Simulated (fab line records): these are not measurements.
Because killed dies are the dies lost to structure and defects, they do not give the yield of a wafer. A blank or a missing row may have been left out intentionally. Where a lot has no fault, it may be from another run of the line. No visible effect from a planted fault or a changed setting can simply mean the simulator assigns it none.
Matching of chambers	flow n5_finfet	N5_BEOL_M2_ILD_DEP_00 on pecvd-01: 3 sister chambers
The step deposits SiOC from DEMS/O2, target thk 79 nm, time 15.3 s. 6 wafers are shown with their chamber, then 9 later ones without.

WAFERS WITH THEIR CHAMBER
wafer	chamber	heater_power_w (W)	throttle_valve_pct (%)
L086.1	2	431	11.6
L086.2	1	583	12.5
L086.3	0	387	11.7
L090.3	0	407	11.8
L090.4	2	368	11.8
L090.6	1	541	12.4

WAFERS MISSING THEIR CHAMBER
wafer	heater_power_w (W)	throttle_valve_pct (%)
L091.2	402	11.7
L091.3	500	13.0
L091.6	419	11.6
L092.2	350	11.8
L092.3	526	12.7
L092.4	387	12.0
L095.2	502	12.5
L095.3	424	11.3
L095.4	406	11.8

EACH ONE'S CHAMBER
wafer	from the rows above	in truth
L091.2	can't be placed: 2 or 0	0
L091.3	1	1
L091.6	can't be placed: 2 or 0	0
L092.2	can't be placed: 0 or 2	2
L092.3	1	1
L092.4	can't be placed: 0 or 2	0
L095.2	1	1
L095.3	can't be placed: 2 or 0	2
L095.4	can't be placed: 0 or 2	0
Correct placement for 3 of the 9. Not placeable from these rows: 6 (in 6, the candidates include the true chamber). Number placed wrongly: 0.
How it was worked out, from the rows above alone: a wafer's distance from a chamber is the root of the sum, over the readings, of the square of ((its reading less the chamber's mean) divided by the reading's scatter). If the next closest chamber is less than 2 further off than the closest, the wafer can't be placed; otherwise it belongs to the closest. The mean given for a chamber averages the wafers shown for that chamber. The scatter: take each reading less its chamber's mean, square it, sum over the shown wafers, divide by the number of wafers less the number of chambers, and take the root.
